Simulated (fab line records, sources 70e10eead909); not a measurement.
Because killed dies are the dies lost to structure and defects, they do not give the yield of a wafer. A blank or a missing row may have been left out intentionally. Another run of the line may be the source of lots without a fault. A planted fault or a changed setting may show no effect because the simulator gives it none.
fab line records -- flow nand_harc
[record] lots = 6, wafers = 18, last_day = 34
route steps=1302 shown A_CONTACT@991 END@1302
lots that met no fault: from a run of the same line without faults
start_h: start of the lot's first displayed wafer, in hours after the record's first day -- wait_h: time in hours since the lot's previous step -- " same as the row above -- L1.1+2: one row covering several wafers at once -- - either no value or no given start -- * or withheld: withheld -- < > ~ a bound
route shown NAME@n: names a module that has steps shown in the file, with the first one's number in the route -- usual: mean and standard deviation over wafers with no fault -- same: alike in all rows -- chamber/n: place in a boat -- sites: the reading at each site -- _std_site: standard deviation across them -- _edge_site: the outer-site mean with the inner-site mean subtracted -- radius_mm: how far each site lies from the wafer's centre -- mask NAME#n: copy n -- behind: the tool/chamber that last shaped the wafer -- hold: the reason the lot was held/the length of the hold in hours/how it ended -- device: whichever transistor did not switch (one of n, p or np) -- end of line: at the end of the route, the tests of the same wafers -- a step given without rows: its recipe and nothing more -- killed: at the first sort, the dies lost to defects and structure; wafer yield is something else -- map: dies across one wafer; x = killed, . = not, _ = none there
set.NAME: the setting that was run; set.NAME@STEP: the one run at that earlier step -- model.NAME: the simulator's own value behind a step, which no gauge read
a table for each step, a row for each wafer; lots at some steps of the route
services: when a tool's chamber went out of use (start_h, in hours from the record's first day, below 0 if earlier), for how many hours, and the reason
[[steps]]
[step NHARC_A_CONTACT_COAT_36]
[recipe] spin_rpm = 1500, resist_thk_nm = 90
[step NHARC_A_CONTACT_SOFTBAKE_37]
[recipe] temp_c = 105, time_s = 55
[step NHARC_A_CONTACT_EBR_38]
[step NHARC_A_CONTACT_EXPOSE_39]
[recipe] na = 1.35, sigma_outer = 0.8, dose_mj = 58.79, mask_id = A_CC_3
[step NHARC_A_CONTACT_PEB_40]
[recipe] peb_temp_c = 100, peb_time_s = 65
[step NHARC_A_CONTACT_DEVELOP_41]
[recipe] develop_time_s = 35, dev_temp_c = 23
[step NHARC_A_CONTACT_CD_MEAS_42]
[recipe] target_cd_nm = 300, landing_energy_ev = 500
[usual] cd_nm = 300.4/0.51
lot.wafer,tool,chamber,start_h,wait_h,cd_nm
L293.1,cd_sem-03,0,516.22,-,301.2
L293.2,cd_sem-03,0,516.22,-,299.9
L293.5,cd_sem-03,0,516.22,-,301.3
L300.2,cd_sem-03,0,588.90,-,300.0
L300.3,cd_sem-03,0,588.90,-,299.6
L300.4,cd_sem-03,0,588.90,-,300.6
L306.1,cd_sem-03,0,648.84,-,299.9
L306.2,cd_sem-03,0,648.84,-,300.6
L306.3,cd_sem-03,0,648.84,-,300.2
L307.2,cd_sem-01,0,653.69,-,300.5
L307.3,cd_sem-01,0,653.69,-,300.5
L307.6,cd_sem-01,0,653.69,-,300.2
L314.1,cd_sem-01,0,722.79,-,300.2
L314.2,cd_sem-01,0,722.79,-,300.3
L314.5,cd_sem-01,0,722.79,-,299.8
L313.1,cd_sem-01,0,737.77,-,299.8
L313.2,cd_sem-01,0,737.77,-,299.5
L313.6,cd_sem-01,0,737.77,-,300.5
[step NHARC_A_CONTACT_OVL_MEAS_43]
[usual] overlay_x_nm = -0.1/0.8, overlay_y_nm = -0.2/0.9
lot.wafer,tool,chamber,start_h,wait_h,overlay_x_nm,overlay_y_nm
L293.1,overlay-02,-,516.31,-,1.1,1.2
L293.2,overlay-02,-,516.31,-,0.8,1.0
L293.5,overlay-02,-,516.31,-,0.7,0.7
L300.2,overlay-02,-,588.98,-,0.7,-0.8
L300.3,overlay-02,-,588.98,-,0.2,-0.7
L300.4,overlay-02,-,588.98,-,0.4,-0.1
L306.1,overlay-02,-,648.94,-,-0.7,-0.1
L306.2,overlay-02,-,648.94,-,-0.1,-0.2
L306.3,overlay-02,-,648.94,-,0.1,0.0
L307.2,overlay-01,-,653.78,-,0.9,-0.6
L307.3,overlay-01,-,653.78,-,0.7,-0.8
L307.6,overlay-01,-,653.78,-,0.4,-0.7
L314.1,overlay-01,-,722.88,-,-0.8,0.2
L314.2,overlay-01,-,722.88,-,-1.2,0.2
L314.5,overlay-01,-,722.88,-,-1.2,0.2
L313.1,overlay-02,-,737.86,-,0.3,-0.3
L313.2,overlay-02,-,737.86,-,1.0,0.4
L313.6,overlay-02,-,737.86,-,1.2,-0.2
[step NHARC_A_CONTACT_INSPECT_44]
[usual] raw_defect_count = 82/39
lot.wafer,tool,chamber,start_h,wait_h,raw_defect_count
L293.1,defect_inspect-01,-,516.35,0.0,86
L293.2,defect_inspect-01,-,516.35,0.0,70
L293.5,defect_inspect-01,-,516.35,0.0,69
L300.2,defect_inspect-01,-,589.02,0.0,135
L300.3,defect_inspect-01,-,589.02,0.0,97
L300.4,defect_inspect-01,-,589.02,0.0,110
L306.1,defect_inspect-01,-,648.97,0.0,80
L306.2,defect_inspect-01,-,648.97,0.0,106
L306.3,defect_inspect-01,-,648.97,0.0,107
L307.2,defect_inspect-02,-,653.81,0.0,119
L307.3,defect_inspect-02,-,653.81,0.0,112
L307.6,defect_inspect-02,-,653.81,0.0,100
L314.1,defect_inspect-01,-,722.91,0.0,103
L314.2,defect_inspect-01,-,722.91,0.0,94
L314.5,defect_inspect-01,-,722.91,0.0,97
L313.1,defect_inspect-01,-,737.89,0.0,9
L313.2,defect_inspect-01,-,737.89,0.0,8
L313.6,defect_inspect-01,-,737.89,0.0,15
[step NHARC_A_CONTACT_DESCUM_47]
[recipe] time_s = 3, o2_flow_sccm = 200, ar_flow_sccm = 0, bias_power_w = 0, chemistry = O2
[usual] chamber_pressure_mTorr = 59.99/0.055, drypump_motor_current_A = 5.7/0.41, oes_product_au = 1.000/0.012, rf_vpp_V = 57.7/0.97, showerhead_plenum_p_Torr = 1.91/0.1, throttle_valve_pct = 11.312/0.0094
[same] time_s = 3
lot.wafer,tool,chamber,start_h,wait_h,chamber_pressure_mTorr,drypump_motor_current_A,oes_product_au,rf_hours_counter_h,rf_vpp_V,showerhead_plenum_p_Torr,throttle_valve_pct
L293.2,rie_diel-13,1,516.42,0.1,59.97,5.4,0.987,57,57.3,1.93,11.321
L293.1,rie_diel-13,2,516.42,0.1,60.06,5.1,1.013,59,58.7,1.97,11.298
L293.5,rie_diel-13,0,516.42,0.1,59.90,5.0,0.984,-,60.1,2.02,11.311
L300.3,rie_diel-03,3,589.08,0.1,60.00,5.7,1.003,15,56.0,1.77,11.317
L300.2,rie_diel-03,1,589.08,0.1,60.08,5.7,0.979,18,58.1,1.94,11.318
L300.4,rie_diel-03,2,589.08,0.1,60.00,6.0,1.008,17,58.4,1.93,11.309
L306.2,rie_diel-03,0,649.03,0.1,59.96,6.0,1.002,0,58.1,2.08,11.304
L306.1,rie_diel-03,1,649.03,0.1,60.03,5.8,0.974,0,57.9,1.93,11.310
L306.3,rie_diel-03,3,649.03,0.1,60.01,5.7,0.993,0,57.0,1.76,11.335
L307.3,rie_diel-03,0,653.88,0.1,59.94,6.0,1.004,1,58.1,2.08,11.313
L307.2,rie_diel-03,2,653.88,0.1,59.97,6.0,1.005,1,58.4,1.93,11.297
L307.6,rie_diel-03,3,653.88,0.1,60.10,5.7,0.999,-,57.3,1.76,11.321
L314.2,rie_diel-09,2,722.97,0.1,60.00,6.2,1.001,13,57.2,1.87,11.308
L314.1,rie_diel-09,0,722.97,0.1,59.87,4.9,0.986,15,57.2,1.88,11.316
L314.5,rie_diel-09,3,722.97,0.1,59.97,6.0,0.993,-,57.2,2.05,11.308
L313.1,rie_diel-03,3,737.97,0.1,59.98,5.7,1.014,15,57.8,1.76,11.316
L313.2,rie_diel-03,0,737.97,0.1,60.01,5.9,1.002,16,58.0,2.07,11.299
L313.6,rie_diel-03,1,737.97,0.1,60.11,5.8,0.975,-,58.3,1.93,11.322
[step NHARC_A_CONTACT_ETCH_48]
[recipe] target_depth_a = 390, over_etch_frac = 0.3, time_s = 65, ion_energy_ev = 80, cf4_flow_sccm = 150, ar_flow_sccm = 0, rf_w = 300, bias_w = 100, chemistry = CF4
[usual] chamber_pressure_mTorr = 50.00/0.042, drypump_motor_current_A = 5.7/0.4, oes_product_au = 0.999/0.011, rf_fwd_power_W = 297.3/1.3, rf_vpp_V = 151.2/1.4, run_length_s = 86.3/0.44, showerhead_plenum_p_Torr = 1.77/0.089, throttle_valve_pct = 13.286/0.0088
[same] time_s = 65
lot.wafer,tool,chamber,start_h,wait_h,chamber_pressure_mTorr,drypump_motor_current_A,oes_product_au,rf_fwd_power_W,rf_hours_counter_h,rf_vpp_V,run_length_s,showerhead_plenum_p_Torr,throttle_valve_pct
L293.2,rie_diel-13,0,516.49,0.1,49.99,5.1,0.999,298.6,57,153.1,86.0,1.86,13.279
L293.1,rie_diel-13,3,516.49,0.1,50.02,6.4,1.005,299.7,57,149.0,85.7,1.67,13.290
L293.5,rie_diel-13,1,516.49,0.1,49.99,5.3,0.999,296.3,-,151.7,86.5,1.78,13.277
L300.4,rie_diel-03,1,589.17,0.1,49.99,5.8,0.986,296.5,18,152.2,86.5,1.79,13.265
L300.2,rie_diel-03,2,589.17,0.1,49.94,6.0,1.007,295.3,17,150.3,86.4,1.78,13.272
L300.3,rie_diel-03,3,589.17,0.1,49.99,5.7,1.000,297.8,15,149.4,86.6,1.64,13.294
L306.2,rie_diel-03,3,649.12,0.1,49.99,5.7,1.007,299.1,0,149.5,86.7,1.64,13.297
L306.3,rie_diel-03,0,649.12,0.1,50.05,5.9,1.000,298.2,0,152.0,85.9,1.91,13.281
L306.1,rie_diel-03,1,649.12,0.1,49.97,5.8,0.989,295.0,0,153.2,86.5,1.79,13.294
L307.3,rie_diel-03,0,653.96,0.1,50.05,6.0,1.001,298.9,1,152.0,85.7,1.91,13.279
L307.2,rie_diel-03,1,653.96,0.1,50.04,5.8,0.978,294.8,2,152.2,86.8,1.79,13.307
L307.6,rie_diel-03,3,653.96,0.1,49.99,5.7,0.995,299.3,-,150.7,86.9,1.64,13.282
L314.1,rie_diel-09,0,723.09,0.1,49.98,4.9,0.993,296.4,15,151.9,87.1,1.74,13.287
L314.2,rie_diel-09,2,723.09,0.1,50.07,6.2,1.004,297.8,13,149.7,86.5,1.73,13.307
L314.5,rie_diel-09,0,723.09,0.1,50.00,4.9,0.985,296.3,-,150.9,87.1,1.74,13.281
L313.2,rie_diel-03,2,738.05,0.1,50.00,6.0,1.006,294.4,15,151.1,86.3,1.78,13.288
L313.1,rie_diel-03,0,738.05,0.1,49.96,6.0,1.004,298.9,16,152.5,86.1,1.90,13.280
L313.6,rie_diel-03,2,738.05,0.1,50.01,6.0,1.010,295.9,-,152.3,86.2,1.78,13.288
[step NHARC_A_CONTACT_ETCH_49]
[recipe] target_depth_a = 2600, over_etch_frac = 0.3, time_s = 475.3, ion_energy_ev = 200, n2_flow_sccm = 150, h2_flow_sccm = 150, ar_flow_sccm = 0, rf_w = 400, bias_w = 150, chemistry = N2/H2
[usual] chamber_pressure_mTorr = 30.001/0.027, drypump_motor_current_A = 5.7/0.41, oes_product_au = 1.000/0.011, rf_fwd_power_W = 399.4/1.4, rf_vpp_V = 431/3.1, run_length_s = 496.6/0.47, showerhead_plenum_p_Torr = 2.04/0.11, throttle_valve_pct = 14.173/0.0089
[same] time_s = 475.3
lot.wafer,tool,chamber,start_h,wait_h,chamber_pressure_mTorr,drypump_motor_current_A,oes_product_au,rf_fwd_power_W,rf_hours_counter_h,rf_vpp_V,run_length_s,showerhead_plenum_p_Torr,throttle_valve_pct
L293.2,rie_diel-13,3,-,-,29.971,6.4,1.011,400.5,57,429,495.8,1.92,14.148
L293.1,rie_diel-13,0,-,-,29.978,5.1,0.995,398.2,58,433,496.4,2.16,14.171
L293.5,rie_diel-13,3,-,-,30.020,6.4,1.011,398.8,-,428,495.7,1.92,14.178
L300.2,rie_diel-03,1,-,-,29.999,5.8,0.982,400.1,18,432,497.1,2.06,14.156
L300.4,rie_diel-03,3,-,-,29.963,5.7,1.004,400.5,15,428,497.2,1.88,14.158
L300.3,rie_diel-03,0,-,-,30.022,5.9,1.001,398.2,17,425,496.1,1.88,14.170
L306.1,rie_diel-03,0,-,-,29.999,6.0,1.006,401.5,0,434,496.5,2.22,14.172
L306.3,rie_diel-03,1,-,-,29.972,5.8,0.980,399.2,0,431,497.1,2.06,14.176
L306.2,rie_diel-03,3,-,-,30.016,5.7,1.011,398.4,0,427,496.6,1.88,14.174
L307.2,rie_diel-03,2,-,-,30.037,6.0,1.015,397.8,1,430,497.0,2.05,14.178
L307.3,rie_diel-03,3,-,-,30.014,5.7,1.005,399.4,1,425,497.4,1.88,14.178
L307.6,rie_diel-03,0,-,-,29.995,6.0,1.003,400.5,-,436,496.6,2.22,14.178
L314.1,rie_diel-09,3,-,-,30.034,6.0,0.997,400.1,9,435,496.3,2.19,14.172
L314.2,rie_diel-09,2,-,-,30.019,6.2,1.001,399.1,14,429,496.5,1.99,14.177
L314.5,rie_diel-09,3,-,-,29.996,6.0,0.990,399.5,-,435,496.4,2.19,14.164
L313.2,rie_diel-03,2,-,-,29.970,6.0,1.014,400.5,15,429,496.5,2.05,14.176
L313.1,rie_diel-03,1,-,-,30.000,5.8,0.971,399.7,15,430,496.9,2.06,14.166
L313.6,rie_diel-03,2,-,-,29.968,6.0,1.007,399.4,-,430,496.4,2.05,14.172
[step NHARC_A_CONTACT_ETCH_50]
[recipe] target_depth_a = 1210, time_s = 60.5, cf4_flow_sccm = 100, chf3_flow_sccm = 30, ar_flow_sccm = 0, rf_w = 500, bias_w = 200, chemistry = CF4/CHF3
[usual] chamber_pressure_mTorr = 24.999/0.023, drypump_motor_current_A = 5.7/0.42, oes_product_au = 0.949/0.023, rf_fwd_power_W = 495.3/2.4, rf_vpp_V = 370.6/2.9, run_length_s = 81.8/0.48, showerhead_plenum_p_Torr = 1.57/0.08, throttle_valve_pct = 16.802/0.0096
lot.wafer,tool,chamber,start_h,wait_h,chamber_pressure_mTorr,drypump_motor_current_A,oes_product_au,rf_fwd_power_W,rf_hours_counter_h,rf_vpp_V,run_length_s,showerhead_plenum_p_Torr,throttle_valve_pct
L293.2,rie_diel-13,3,516.93,-,25.006,6.4,0.930,495.4,57,368.6,80.7,1.49,16.801
L293.1,rie_diel-13,2,516.93,-,25.000,5.1,0.938,495.6,60,371.4,81.7,1.62,16.818
L293.5,rie_diel-13,3,516.93,-,24.992,6.4,0.923,497.1,-,367.5,81.0,1.49,16.820
L300.2,rie_diel-03,0,589.97,-,25.062,6.0,0.937,497.2,17,367.7,81.4,1.46,16.797
L300.4,rie_diel-03,1,589.97,-,24.983,5.7,0.910,492.9,18,370.2,82.2,1.59,16.797
L300.3,rie_diel-03,2,589.97,-,25.023,6.0,0.924,489.0,17,369.3,81.5,1.59,16.811
L306.3,rie_diel-03,0,649.56,-,24.989,6.0,0.963,-,0,376.8,70.2,1.70,16.798
L306.2,rie_diel-03,1,649.56,-,25.029,5.7,0.939,-,0,371.9,70.8,1.59,16.795
L306.1,rie_diel-03,2,649.56,-,25.003,6.0,0.991,-,0,371.7,70.3,1.58,16.799
L307.2,rie_diel-03,0,654.42,-,25.007,6.0,0.966,-,1,375.0,70.4,1.70,16.805
L307.3,rie_diel-03,2,654.42,-,24.999,6.0,0.979,-,2,371.2,70.9,1.58,16.791
L307.6,rie_diel-03,3,654.42,-,24.977,5.7,0.960,-,-,366.6,70.8,1.46,16.828
L314.1,rie_diel-09,2,723.60,-,25.019,6.2,0.954,494.4,14,369.3,81.7,1.54,16.795
L314.2,rie_diel-09,3,723.60,-,25.033,6.0,0.956,494.5,9,376.1,81.4,1.68,16.800
L314.5,rie_diel-09,3,723.60,-,25.053,6.0,0.959,497.6,-,375.0,81.6,1.68,16.805
L313.2,rie_diel-03,1,738.48,-,25.036,5.8,0.937,493.1,15,370.7,82.3,1.59,16.788
L313.1,rie_diel-03,3,738.48,-,24.990,5.7,0.987,496.0,15,365.9,81.9,1.45,16.801
L313.6,rie_diel-03,1,738.48,-,24.971,5.7,0.925,493.8,-,371.5,82.3,1.59,16.793
[step NHARC_A_CONTACT_ETCH_51]
[recipe] target_depth_a = 70000, over_etch_frac = 0.3, time_s = 1820, ion_energy_ev = 150, o2_flow_sccm = 400, cos_flow_sccm = 20, ar_flow_sccm = 0, rf_w = 500, bias_w = 300, chemistry = O2/COS
[usual] chamber_pressure_mTorr = 19.996/0.018, drypump_motor_current_A = 5.7/0.41, oes_product_au = 0.998/0.012, rf_fwd_power_W = 499.7/1.5, rf_vpp_V = 314.1/2.4, run_length_s = 1841.3/0.43, showerhead_plenum_p_Torr = 3.12/0.15, throttle_valve_pct = 28.329/0.01
[same] time_s = 1820
lot.wafer,tool,chamber,start_h,wait_h,chamber_pressure_mTorr,drypump_motor_current_A,oes_product_au,rf_fwd_power_W,rf_hours_counter_h,rf_vpp_V,run_length_s,showerhead_plenum_p_Torr,throttle_valve_pct
L293.1,rie_diel-13,1,-,-,19.971,5.4,0.976,500.3,57,314.3,1841.1,3.15,28.328
L293.2,rie_diel-13,3,-,-,19.998,6.4,0.994,501.6,57,311.0,1840.4,2.95,28.312
L293.5,rie_diel-13,2,-,-,19.987,5.1,0.999,497.5,-,317.0,1841.5,3.21,28.330
L300.2,rie_diel-03,3,-,-,19.988,5.7,1.003,500.7,16,311.1,1841.9,2.90,28.322
L300.4,rie_diel-03,0,-,-,19.986,6.0,1.008,502.1,17,311.4,1841.0,2.89,28.333
L300.3,rie_diel-03,1,-,-,19.998,5.8,0.982,500.5,19,315.2,1841.6,3.16,28.325
L306.3,rie_diel-03,1,-,-,20.006,5.7,0.976,499.8,1,314.7,1841.8,3.15,28.352
L306.1,rie_diel-03,3,-,-,19.990,5.7,1.001,500.5,1,310.4,1841.6,2.89,28.328
L306.2,rie_diel-03,0,-,-,20.018,6.0,0.991,498.3,1,317.5,1841.1,3.37,28.348
L307.2,rie_diel-03,2,-,-,19.985,6.0,1.004,498.0,2,314.6,1841.2,3.14,28.337
L307.3,rie_diel-03,3,-,-,20.004,5.7,0.994,501.7,1,309.6,1841.3,2.89,28.329
L307.6,rie_diel-03,1,-,-,20.005,5.8,0.979,500.0,-,315.5,1841.4,3.15,28.320
L314.2,rie_diel-09,3,-,-,20.029,6.0,0.990,499.1,9,318.2,1841.0,3.34,28.337
L314.1,rie_diel-09,2,-,-,19.997,6.2,0.996,499.2,14,312.8,1840.9,3.05,28.316
L314.5,rie_diel-09,3,-,-,20.018,6.0,0.994,500.9,-,317.5,1841.3,3.34,28.334
L313.2,rie_diel-03,0,-,-,19.989,5.9,1.009,501.9,16,318.8,1840.8,3.36,28.335
L313.1,rie_diel-03,2,-,-,19.991,6.0,1.006,500.7,15,314.0,1841.5,3.13,28.332
L313.6,rie_diel-03,0,-,-,20.022,6.0,1.008,501.3,-,318.6,1841.3,3.36,28.327
[step NHARC_END_SORT_01]
[recipe] temp_c = 25
[usual] killed_at_array = 51/18, killed_at_other = 1.0/1.2, killed_at_periphery = 3.7/2.9, killed_dies = 55/19, killed_open = 3.5/1.9, killed_short = 2.6/1.6
[same] gross_dies = 677
lot.wafer,tool,chamber,start_h,wait_h,killed_at_array,killed_at_other,killed_at_periphery,killed_dies,killed_open,killed_short
L306.1,prober-02,0,719.72,2.5,143,0,4,147,1,2
L306.2,prober-02,0,720.51,2.8,147,0,9,156,3,0
L306.3,prober-02,0,721.29,3.1,132,0,9,141,1,1
L307.2,prober-01,0,731.41,2.8,170,0,5,175,4,2
L307.3,prober-01,0,732.21,3.1,129,0,8,137,5,1
L307.6,prober-01,0,734.60,4.0,130,2,7,139,5,3
// killed by level:class
L306.1 A_CONTACT:area_etch=84 A_CHANNEL_HOLE_D1:chamber_film_flake=35 A_CONTACT:chamber_film_flake=8 A_CHANNEL_HOLE_D2:chamber_film_flake=8 A_SLIT:chamber_film_flake=4 A_STAIRCASE:chamber_film_flake=2 P_M0:geometric_particle:short=1 A_DECK1_JOINT:geometric_particle:short=1
L306.2 A_CONTACT:area_etch=77 A_CHANNEL_HOLE_D1:chamber_film_flake=34 A_CHANNEL_HOLE_D2:chamber_film_flake=22 P_ZERO_WELL:chamber_film_flake=4 A_SLIT:chamber_film_flake=4 A_CONTACT:chamber_film_flake=4 A_WL_FILL:chamber_film_flake=3 P_CONTACT:chamber_film_flake=2
L306.3 A_CONTACT:area_etch=77 A_CHANNEL_HOLE_D1:chamber_film_flake=35 P_CONTACT:chamber_film_flake=6 A_CHANNEL_HOLE_D2:chamber_film_flake=6 A_DECK1_JOINT:chamber_film_flake=3 A_SLIT:chamber_film_flake=3 P_BONDPAD:chamber_film_flake=2 A_CHANNEL_FILL_D2:chamber_film_flake=2
L307.2 A_CONTACT:area_etch=105 A_SLIT:chamber_film_flake=34 A_CHANNEL_HOLE_D2:chamber_film_flake=17 A_CHANNEL_HOLE_D1:chamber_film_flake=4 A_WL_FILL:chamber_film_flake=3 P_M0:geometric_particle:open=2 P_STI:chamber_film_flake=2 A_WL_FILL:geometric_particle:short=2
L307.3 A_CONTACT:area_etch=89 A_CHANNEL_HOLE_D2:chamber_film_flake=13 A_CHANNEL_HOLE_D1:chamber_film_flake=10 A_SLIT:chamber_film_flake=6 P_GATE:chamber_film_flake=4 P_STI:chamber_film_flake=2 A_DECK1_JOINT:chamber_film_flake=2 A_WL_FILL:chamber_film_flake=2
L307.6 A_CONTACT:area_etch=81 A_CHANNEL_HOLE_D2:chamber_film_flake=21 A_SLIT:chamber_film_flake=10 A_CHANNEL_HOLE_D1:chamber_film_flake=8 A_ONON_D2:geometric_particle:open=2 P_STI:chamber_film_flake=2 P_GATE:chamber_film_flake=2 A_DECK1_JOINT:chamber_film_flake=2
// map L306.2 (x killed, . not)
____________.____________
_________......._________
_______..........._______
______...x.........______
_____..............._____
____.................____
____.....x.xx........____
___..x......x..x......___
___....x....x.xxxx....___
__.x.......x...xxxx....__
__..x.....xx.x.xx.xx...__
_.....xx.......xxxxx...._
_...........x..xx.x....._
_xx...x...x...x.x......._
_...x...xxx.xx.xxxx....._
_..x.xx.xxx.x..xxxx....._
....x.........xxx.....x..
......x..x....xxxxxxx....
..xx..x...x..xxxxxxx.....
....xxxx..xx..xxxxx......
x.x...........x.xxx......
_.xx..........xxx.xx...._
_.x.......x....x...xx..._
_..........x...x.xx....._
_x.x.......x...xx......x_
_....xx.x..x.x.xx......._
__....x.............x..__
__xxx.xx..x............__
___...x...............___
___..x...x.x...x......___
____.................____
____...x....x........____
_____..............._____
______.......x.....______
_______.xx........_______
_________..xx..._________
____________.____________
// map L307.2 (x killed, . not)
____________.____________
_________......._________
_______..........._______
______.....x....x..______
_____........x......_____
____.x........x.xx..x____
____....x.....x..x..x____
___x..xx.....x..xxxx..___
___.........xx.xxxxxx.___
__x.....x....xx.xx.....__
__xx..........xxxxx....__
_..xx.x.....xxxxxx.x...._
_xx........xxxxxxxxx.x.._
_....xxx..xxxxxx.xxx..x._
_......x...x.x.xxxxx.x.._
_..........x....xxx..x.._
.......x.xx.x.x.x.xx.x...
....x...xx..xxxx...x.....
.....x..xx.....x...x.....
.........x.xx.......x..x.
.........x...x...x.......
_.....x....x.x........x._
_..x..x..x..xx....xx...._
_......x.x.x.x..x......._
_......x....xx..xxx....._
_..x..x..x.x..x..x..x.x._
__........x.x....xxxx..__
__.....x...........x.x.__
___.....x.xx.x........___
___.........x....x...x___
____.................____
____......x..x.......____
_____x.......x......_____
______...x....x....______
_______......x...._______
_________.x..x.._________
____________.____________
[[services]]
tool,chamber,start_h,hours,kind
rie_diel-09,-,497.23,9.0,pm
rie_diel-03,0,516.39,-,clean
rie_diel-03,1,516.39,-,clean
rie_diel-03,2,516.39,-,clean
rie_diel-03,3,516.39,-,clean
rie_diel-13,-,520.51,9.0,pm
rie_diel-13,1,534.71,5.6,repair
rie_diel-03,0,540.89,-,clean
rie_diel-03,1,540.89,-,clean
rie_diel-03,2,540.89,-,clean
rie_diel-03,3,540.89,-,clean
rie_diel-03,0,565.39,-,clean
rie_diel-03,1,565.39,-,clean
rie_diel-09,1,614.05,21.8,repair
rie_diel-03,-,635.49,9.0,pm
rie_diel-09,2,636.53,4.5,repair
rie_diel-09,3,667.97,27.0,repair
rie_diel-09,-,674.23,9.0,pm
rie_diel-09,-,690.00,1.5,repair
rie_diel-13,-,697.55,9.0,pm
rie_diel-03,1,709.16,9.5,repair
rie_diel-13,0,716.02,8.3,repair
rie_diel-03,2,719.35,2.9,repair
rie_diel-09,1,722.39,2.7,repair
[[key]]
[first_sign] step = NHARC_A_CONTACT_ETCH_50, reading = run_length_s, direction = down, sigmas = 23, usual = *, struck = *
[effect] step = NHARC_END_SORT_01, reading = killed_at_array, direction = up, sigmas = 5, usual = 51, struck = 142
[more_kills_born_at] NHARC_A_CONTACT_ETCH_50@rie_diel-03 = 513
met_at NHARC_A_CONTACT_ETCH_50
struck_wafers L306.1,L306.2,L306.3,L307.2,L307.3,L307.6
tester_left_out L306,L307
onset_between 589.97 649.56
[fault] kind = process_parameter_drift, tool = rie_diel-03, chamber = -, onset_h = 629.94, steps = NHARC_A_CONTACT_ETCH_50, channel = time_s, offset = *, shape = step, end_h = 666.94, acts_in = *, stated = *
// tester_left_out: of these lots the tester's yield and bins aren't shown, on N5 and GAA mostly nor the transistor test; their killed dies are dies lost to structure and defects alone, not to doping, threshold or leakage, so they don't give the yield
